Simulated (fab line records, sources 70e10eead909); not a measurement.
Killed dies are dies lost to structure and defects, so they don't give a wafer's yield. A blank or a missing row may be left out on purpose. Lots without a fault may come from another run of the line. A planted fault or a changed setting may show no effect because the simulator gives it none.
fab line records | flow nand_harc
record lots=13 wafers=39 last_day=33
route steps=1302 shown THIN_TSV@1259
lots that met no fault: from a run of the same line without faults
start_h: hours from the record's first day to the start of the lot's first wafer shown | wait_h: hours since the lot's step before | " the same as in the row above | L1.1+2: a row that stands for several wafers | - no value, or no start given | * or withheld: withheld | < > ~ a bound
route shown NAME@n: a module of which the file shows steps, and the number in the route of the first | usual: mean/standard deviation of fault-free wafers | same: alike in all rows | chamber/n: place in a boat | sites: the reading at each site | _std_site: their standard deviation | _edge_site: outer sites' mean less inner sites' | radius_mm: how far each site lies from the wafer's centre | mask NAME#n: copy n | behind: the tool/chamber that last shaped the wafer | hold: why the lot was held/for how many hours/how that ended | device: the transistor (n, p or np) that didn't switch | end of line: the same wafers' tests at the end of the route | a step without rows: its recipe alone | killed: dies lost to structure and defects at the first sort, not the wafer's yield | map: a wafer's dies, x killed, . not, _ none there
set.NAME: the setting as run; set.NAME@STEP: as run at that earlier step | model.NAME: the simulator's own value behind a step, which no gauge read
steps of the route over a sample of lots; a table a step, a row a wafer
services: from which hour (start_h, from the record's first day; less than 0 if before it) a tool's chamber was out of use, for how many hours, and why
## steps
# step NHARC_THIN_TSV_CD_MEAS_12
# recipe target_cd_nm=1000 landing_energy_ev=500
# usual cd_nm=999.9/1.6
# columns lot.wafer tool chamber start_h wait_h cd_nm
L583.2 cd_sem-02 0 553.41 - 999.9
L583.3 " 0 " " 1001.0
L583.6 " 0 " " 1000.9
L584.1 cd_sem-02 0 560.70 - 997.9
L584.4 " 0 " " 997.3
L584.5 " 0 " " 996.9
L585.2 cd_sem-02 0 561.81 - 1000.0
L585.4 " 0 " " 1000.6
L585.5 " 0 " " 998.8
L582.4 cd_sem-01 0 563.12 - 998.9
L582.5 " 0 " " 998.5
L582.6 " 0 " " 1000.0
L586.1 cd_sem-01 0 580.18 - 999.0
L586.4 " 0 " " 997.4
L586.5 " 0 " " 999.2
L587.1 cd_sem-02 0 587.92 - 1002.6
L587.2 " 0 " " 1003.6
L587.3 " 0 " " 1001.5
L590.1 cd_sem-01 0 621.93 - 999.7
L590.4 " 0 " " 999.1
L590.6 " 0 " " 998.5
L593.1 cd_sem-03 0 668.61 - 998.2
L593.3 " 0 " " 999.1
L593.4 " 0 " " 1001.0
L592.2 cd_sem-01 0 671.75 - 1002.2
L592.3 " 0 " " 1000.4
L592.6 " 0 " " 1000.8
L598.1 cd_sem-01 0 708.95 - 999.9
L598.2 " 0 " " 999.5
L598.6 " 0 " " 1002.9
L600.3 cd_sem-02 0 733.99 - 999.8
L600.4 " 0 " " 999.7
L600.5 " 0 " " 1001.3
L603.2 cd_sem-02 0 749.01 - 1000.3
L603.5 " 0 " " 998.7
L603.6 " 0 " " 998.8
L605.3 cd_sem-01 0 779.48 - 999.6
L605.4 " 0 " " 1002.1
L605.6 " 0 " " 999.2
# step NHARC_THIN_TSV_PVD_19
# recipe target_thk_a=200 chamber_pressure_pa=5 material=TaN
# usual chamber_pressure_pa=5.001/0.0098 throttle_valve_pct=30.3/1
# columns lot.wafer tool chamber start_h wait_h chamber_pressure_pa throttle_valve_pct
L583.3 pvd_sputter-02 - - - 4.997 32.1
L583.2 " - " " 4.980 30.0
L583.6 " - " " 5.003 30.5
L584.1 pvd_sputter-02 - - - 5.010 29.6
L584.4 " - " " 4.998 30.6
L584.5 " - " " 5.011 29.6
L585.4 pvd_sputter-03 - - - 5.008 28.8
L585.2 " - " " 4.997 30.1
L585.5 " - " " 5.008 29.0
L582.4 pvd_sputter-01 - - - 5.004 30.9
L582.5 " - " " 4.996 28.7
L582.6 " - " " 4.995 31.7
L586.4 pvd_sputter-03 - - - 4.996 29.3
L586.1 " - " " 4.994 28.9
L586.5 " - " " 5.009 29.2
L587.2 pvd_sputter-01 - - - 5.010 31.6
L587.1 " - " " 5.009 30.7
L587.3 " - " " 4.982 30.6
L590.1 pvd_sputter-03 - - - 5.014 31.1
L590.4 " - " " 5.000 29.3
L590.6 " - " " 4.987 29.2
L593.4 pvd_sputter-01 - - - 4.998 31.7
L593.1 " - " " 4.989 31.5
L593.3 " - " " 5.013 30.7
L592.3 pvd_sputter-01 - - - 4.996 31.4
L592.2 " - " " 5.001 30.7
L592.6 " - " " 4.994 31.4
L598.2 pvd_sputter-02 - - - 4.997 31.4
L598.1 " - " " 4.991 29.8
L598.6 " - " " 4.993 29.7
L600.4 pvd_sputter-01 - - - 4.982 31.8
L600.3 " - " " 4.994 30.7
L600.5 " - " " 4.991 31.9
L603.2 pvd_sputter-03 - - - 5.001 29.3
L603.6 " - " " 5.008 31.8
L603.5 " - " " 5.014 29.3
L605.3 pvd_sputter-02 - - - 4.989 31.2
L605.4 " - " " 4.995 30.4
L605.6 " - " " 5.008 31.9
# step NHARC_THIN_TSV_CMP_21
# recipe t_overpolish_s=30 target_thk_nm=2000
# usual motor_current_A=12.4/1.2 overpolish_run_s=30.001/0.0091
# columns lot.wafer tool chamber start_h wait_h motor_current_A overpolish_run_s
L583.2 cmp-01 1 557.89 - 9.8 29.999
L583.3 " 0 " " 13.7 30.004
L583.6 " 2 " " 13.4 29.982
L584.4 cmp-01 1 565.25 - 10.0 30.013
L584.1 " 2 " " 13.7 30.007
L584.5 " 0 " " 13.1 30.012
L585.2 cmp-01 3 566.19 - 12.6 30.002
L585.4 " 2 " " 13.0 30.014
L585.5 " 0 " " 14.1 30.010
L582.4 cmp-01 2 567.79 - 13.8 29.998
L582.6 " 2 " " 12.9 30.016
L582.5 " 3 " " 12.7 29.990
L586.1 cmp-02 0 584.52 - 13.3 30.015
L586.4 " 2 " " 11.2 30.001
L586.5 " 3 " " 12.3 29.999
L587.1 cmp-04 1 592.23 - 14.7 30.015
L587.3 " 2 " " 13.8 29.999
L587.2 " 3 " " 11.1 30.004
L590.4 cmp-01 2 626.35 - 13.1 29.995
L590.1 " 3 " " 12.5 30.006
L590.6 " 0 " " 13.7 29.999
L593.4 cmp-01 0 672.96 - 13.5 29.987
L593.3 " 1 " " 10.4 30.003
L593.1 " 3 " " 12.3 29.993
L592.2 cmp-02 2 676.16 - 11.5 29.996
L592.3 " 3 " " 12.8 30.005
L592.6 " 1 " " 12.6 30.001
L598.2 cmp-02 1 713.24 - 12.8 29.993
L598.1 " 0 " " 13.0 30.008
L598.6 " 1 " " 12.8 30.012
L600.3 cmp-01 1 738.32 - 9.9 30.013
L600.4 " 2 " " 13.7 29.991
L600.5 " 2 " " 13.4 30.006
L603.2 cmp-02 1 753.36 - 13.7 30.001
L603.6 " 3 " " 12.8 29.990
L603.5 " 0 " " 13.6 30.005
L605.3 cmp-01 3 783.80 - 12.5 30.001
L605.4 " 1 " " 10.3 30.000
L605.6 " 3 " " 12.9 29.999
# step NHARC_THIN_TSV_ETCH_36
# recipe target_depth_a=650 over_etch_frac=0.3 time_s=18.571 ion_energy_ev=150 chemistry=Cl2/BCl3
# usual drypump_motor_current_A=5.8/0.35 oes_product_au=0.998/0.0099 run_length_s=39.9/0.36
# columns lot.wafer tool chamber start_h wait_h drypump_motor_current_A oes_product_au rf_hours_counter_h run_length_s
L583.2 rie_metal-02 1 559.94 0.2 6.1 1.009 1.7 40.0
L583.3 " 0 " " 5.4 0.993 - 40.2
L583.6 " 1 " " 6.1 0.996 - 40.3
L584.1 rie_metal-03 0 567.23 0.2 5.4 0.996 0.8 39.5
L584.4 " 0 " " 5.4 0.996 - 39.7
L584.5 " 0 " " 5.4 0.992 - 39.9
L585.2 rie_metal-02 1 568.20 0.2 6.1 0.994 1.9 40.0
L585.4 " 1 " " 6.1 1.004 - 40.0
L585.5 " 1 " " 6.1 1.004 - 40.3
L582.4 rie_metal-01 0 569.84 0.2 6.5 0.986 - 39.6
L582.5 " 1 " " 5.7 0.996 - 39.9
L582.6 " 0 " " 6.5 0.985 - 39.7
L586.1 rie_metal-01 1 586.63 0.2 5.8 0.997 0.2 39.7
L586.4 " 1 " " 5.8 0.994 - 39.8
L586.5 " 0 " " 6.5 1.001 - 39.4
L587.2 rie_metal-02 1 594.36 0.2 6.1 0.993 2.4 40.4
L587.1 " 0 " " 5.4 0.990 2.4 40.2
L587.3 " 1 " " 6.1 0.995 - 40.4
L590.1 rie_metal-01 0 628.44 0.2 6.5 1.000 0.7 39.7
L590.4 " 1 " " 5.7 0.985 - 39.8
L590.6 " 0 " " 6.5 1.000 - 39.3
L593.1 rie_metal-01 1 675.10 0.2 5.7 0.997 1.9 39.6
L593.4 " 1 " " 5.7 1.006 - 40.5
L593.3 " 0 " " 6.5 1.005 - 39.9
L592.2 rie_metal-02 0 678.29 0.2 5.4 0.991 0.8 40.1
L592.3 " 0 " " 5.5 1.004 - 40.0
L592.6 " 1 " " 6.1 1.018 - 40.0
L598.1 rie_metal-03 1 715.28 0.2 6.0 0.999 0.4 39.6
L598.2 " 0 " " 5.4 1.006 0.4 40.0
L598.6 " 0 " " 5.4 1.007 - 39.5
L600.4 rie_metal-02 0 740.48 0.1 5.4 0.982 - 40.0
L600.3 " 1 " " 6.0 1.018 - 35.4
L600.5 " 1 " " 6.0 1.012 - 40.1
L603.2 rie_metal-03 0 755.46 0.2 5.4 1.001 1.7 39.7
L603.5 " 0 " " 5.4 1.011 - 39.5
L603.6 " 1 " " 6.0 1.002 - 40.0
L605.3 rie_metal-01 1 786.05 0.3 5.7 0.987 - 39.8
L605.4 " 1 " " 5.7 0.980 - 39.9
L605.6 " 1 " " 5.7 0.987 - 39.6
## services
# columns tool chamber start_h hours kind
rie_metal-01 0 535.62 14.3 repair
rie_metal-01 1 547.60 2.7 repair
pvd_sputter-03 - 551.05 10.1 repair
rie_metal-01 - 575.00 9.0 pm
cmp-01 - 580.51 4.0 pm
pvd_sputter-02 - 586.16 43.5 repair
pvd_sputter-01 - 606.38 10.0 pm
cmp-02 - 615.01 12.4 repair
rie_metal-02 - 631.04 9.0 pm
pvd_sputter-02 - 642.42 10.0 pm
cmp-02 - 657.00 0.5 repair
cmp-01 - 663.97 1.4 repair
cmp-01 - 678.51 4.0 pm
pvd_sputter-03 - 689.47 3.3 repair
pvd_sputter-01 - 689.86 4.0 repair
cmp-01 - 690.69 3.0 repair
cmp-01 - 714.91 1.8 repair
cmp-01 - 717.22 0.5 repair
cmp-01 - 727.66 0.7 repair
cmp-01 - 747.97 2.6 repair
rie_metal-01 - 752.00 9.0 pm
cmp-01 - 776.51 4.0 pm
rie_metal-01 0 780.09 17.7 repair
pvd_sputter-01 - 784.38 10.0 pm
## key
first_sign step=NHARC_THIN_TSV_ETCH_36 reading=run_length_s direction=down sigmas=13 usual=* struck=*
effect none on later readings
met_at NHARC_THIN_TSV_ETCH_36
struck_lots L600
struck_wafers L600.3
later_rows_left_out L600.3
sort_left_out L600.3
not_acting_at NHARC_THIN_TSV_CD_MEAS_12,NHARC_THIN_TSV_PVD_19,NHARC_THIN_TSV_CMP_21
onset_between 678.29 740.48
fault kind=process_parameter_drift tool=rie_metal-02 chamber=- onset_h=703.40 steps=NHARC_THIN_TSV_ETCH_36 channel=time_s offset=* shape=step end_h=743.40 scope=struck_wafers_only acts_in=* stated=*
# sort_left_out: the simulated sort isn't trusted on such a fault, so these wafers' sort isn't shown, and their yield isn't known
# later_rows_left_out: the simulator's readings of these wafers behind a module that went badly wrong aren't trusted and aren't shown, but for the sort
